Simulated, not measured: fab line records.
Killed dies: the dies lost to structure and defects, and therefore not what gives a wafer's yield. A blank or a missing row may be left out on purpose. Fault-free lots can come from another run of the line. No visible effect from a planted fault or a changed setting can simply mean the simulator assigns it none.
Matching of chambers | flow nand-harc | NHARC_A_M0_CMP_23 on cmp-03: 4 sister chambers
The step polishes, t overpolish 20 s, target thk 113.75 nm. 14 wafers are shown with their chamber, then 7 later ones without.

== WAFERS WITH THEIR CHAMBER ==
wafer  | chamber | motor-current-A (A) | time-to-endpoint-s (s)
L242.1 | 2       | 10.6                | 32.9
L242.2 | 1       | 12.8                | 26.2
L242.5 | 0       | 12.3                | 27.8
L243.1 | 0       | 11.7                | 26.8
L243.3 | 3       | 12.3                | 26.2
L243.6 | 0       | 12.0                | 27.4
L244.2 | 2       | 10.7                | 30.9
L244.4 | 1       | 12.9                | 29.0
L244.5 | 2       | 10.4                | 31.2
L259.1 | 0       | 11.6                | 31.9
L259.5 | 2       | 10.3                | 30.4
L259.6 | 1       | 13.1                | 31.5
L257.2 | 1       | 12.8                | 28.5
L257.3 | 3       | 11.6                | 27.2

SIGNATURES (means of the wafers above)
reading            | chamber 0 | chamber 1 | chamber 2 | chamber 3 | scatter within a chamber
motor-current-A    | 11.900    | 12.900    | 10.500    | 11.950    | 0.266
time-to-endpoint-s | 28.475    | 28.800    | 31.350    | 26.700    | 1.85
Rule: for a wafer and a chamber, the distance is found by dividing, reading by reading, the gap between the wafer's reading and the chamber's mean by the reading's scatter, squaring, summing and taking the root. If the next closest chamber is less than 2 further off than the closest, the wafer can't be placed; otherwise it belongs to the closest. The scatter: take each reading less its chamber's mean, square it, sum over the shown wafers, divide by the number of wafers less the number of chambers, and take the root.

== WAFERS WHOSE CHAMBER IS MISSING ==
wafer  | motor-current-A (A) | time-to-endpoint-s (s)
L257.5 | 12.6                | 29.4
L262.2 | 12.4                | 27.5
L262.4 | 10.6                | 29.4
L262.5 | 12.2                | 25.7
L265.1 | 12.0                | 28.8
L265.2 | 10.9                | 31.1
L265.6 | 11.1                | 29.0

== EACH ONE'S CHAMBER ==
wafer  | from the rows above          | in truth
L257.5 | can't be placed: 1 or 0 or 3 | 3
L262.2 | can't be placed: 3 or 0 or 1 | 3
L262.4 | 2                            | 2
L262.5 | can't be placed: 3 or 0      | 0
L265.1 | can't be placed: 0 or 3      | 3
L265.2 | 2                            | 2
L265.6 | can't be placed: 2 or 0 or 3 | 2
Correct placement for 2 of the 7. Unplaceable from these rows: 5, with the true chamber sitting among the candidates in 5. 0 placed wrongly.
